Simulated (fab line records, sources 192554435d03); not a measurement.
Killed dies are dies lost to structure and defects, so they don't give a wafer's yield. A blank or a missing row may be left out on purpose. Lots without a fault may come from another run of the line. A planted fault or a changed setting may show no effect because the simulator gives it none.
Chamber matching | flow n5_finfet | N5_BEOL_M0_SAQP_CUT_ETCH_46 on rie_diel-06: 4 sister chambers
The step etches SOC in N2/H2, target depth 135 nm, overetch 27 nm, time 202.5 s. 8 wafers are shown with their chamber, then 7 later ones without.

WAFERS WITH THEIR CHAMBER
wafer  | chamber | drypump_motor_current_A (A) | throttle_valve_pct (%)
L074.3 | 2       | 6.07                        | 17.51
L076.5 | 2       | 6.05                        | 17.53
L076.6 | 1       | 6.49                        | 17.32
L080.1 | 0       | 5.80                        | 18.04
L080.3 | 3       | 5.79                        | 18.07
L080.5 | 1       | 6.49                        | 17.31
L087.1 | 0       | 5.78                        | 18.03
L087.4 | 3       | 5.80                        | 18.07

WAFERS WITHOUT THEIR CHAMBER
wafer  | drypump_motor_current_A (A) | throttle_valve_pct (%)
L087.6 | 5.78                        | 18.06
L092.2 | 6.03                        | 17.57
L092.3 | 5.79                        | 18.07
L092.5 | 5.79                        | 18.05
L096.3 | 5.80                        | 18.10
L096.5 | 6.50                        | 17.38
L096.6 | 6.05                        | 17.58

WHICH CHAMBER EACH WENT THROUGH
wafer  | from the rows above     | in truth
L087.6 | can't be placed: 3 or 0 | 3
L092.2 | 2                       | 2
L092.3 | 3                       | 3
L092.5 | can't be placed: 0 or 3 | 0
L096.3 | 3                       | 3
L096.5 | 1                       | 1
L096.6 | 2                       | 2
Placed correctly: 5 of 7. Can't be placed from these rows: 2 (the true chamber is among the candidates in 2). Placed wrongly: 0.
How it was worked out, from the rows above alone: a wafer's distance from a chamber is the root of the sum, over the readings, of the square of ((its reading less the chamber's mean) divided by the reading's scatter). The wafer belongs to the nearest chamber; if the next one is less than 2 further off, it can't be placed. A chamber's mean is the mean of its shown wafers. The scatter: the root of (the sum of the squares of (reading less its chamber's mean) over the shown wafers, divided by (wafers less chambers)).
